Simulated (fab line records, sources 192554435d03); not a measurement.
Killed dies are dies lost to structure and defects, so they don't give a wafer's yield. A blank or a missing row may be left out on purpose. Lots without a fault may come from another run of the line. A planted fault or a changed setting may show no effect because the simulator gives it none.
Chamber matching | flow n5_finfet | N5_STI_FIN_REVEAL_CMP_04 on cmp-03: 4 sister chambers
The step polishes, stops on Si3N4, t overpolish 4 s, target thk 131.83 nm. 4 wafers are shown with their chamber, then 8 later ones without.

WAFERS WITH THEIR CHAMBER
wafer  | chamber | motor_current_A (A)
L075.1 | 2       | 7.7
L085.3 | 1       | 10.1
L085.4 | 0       | 7.8
L091.1 | 3       | 8.2

WAFERS WITHOUT THEIR CHAMBER
wafer  | motor_current_A (A)
L091.3 | 7.5
L091.6 | 8.3
L093.3 | 7.5
L093.4 | 7.7
L093.5 | 7.7
L096.1 | 7.5
L096.2 | 8.3
L096.6 | 8.0

WHICH CHAMBER EACH WENT THROUGH
wafer  | from the rows above          | in truth
L091.3 | can't be placed: 2 or 0      | 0
L091.6 | 3                            | 3
L093.3 | can't be placed: 2 or 0      | 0
L093.4 | can't be placed: 2 or 0      | 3
L093.5 | can't be placed: 2 or 0      | 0
L096.1 | can't be placed: 2 or 0      | 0
L096.2 | 3                            | 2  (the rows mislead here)
L096.6 | can't be placed: 3 or 0 or 2 | 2
Placed correctly: 1 of 8. Can't be placed from these rows: 6 (the true chamber is among the candidates in 5). Placed wrongly: 1.
How it was worked out, from the rows above alone: a wafer's distance from a chamber is the root of the sum, over the readings, of the square of ((its reading less the chamber's mean) divided by the reading's scatter). The wafer belongs to the nearest chamber; if the next one is less than 2 further off, it can't be placed. A chamber's mean is the mean of its shown wafers. The scatter: with one shown wafer a chamber, the root of the mean of the squares of how far each hidden wafer lies from its nearest shown one.
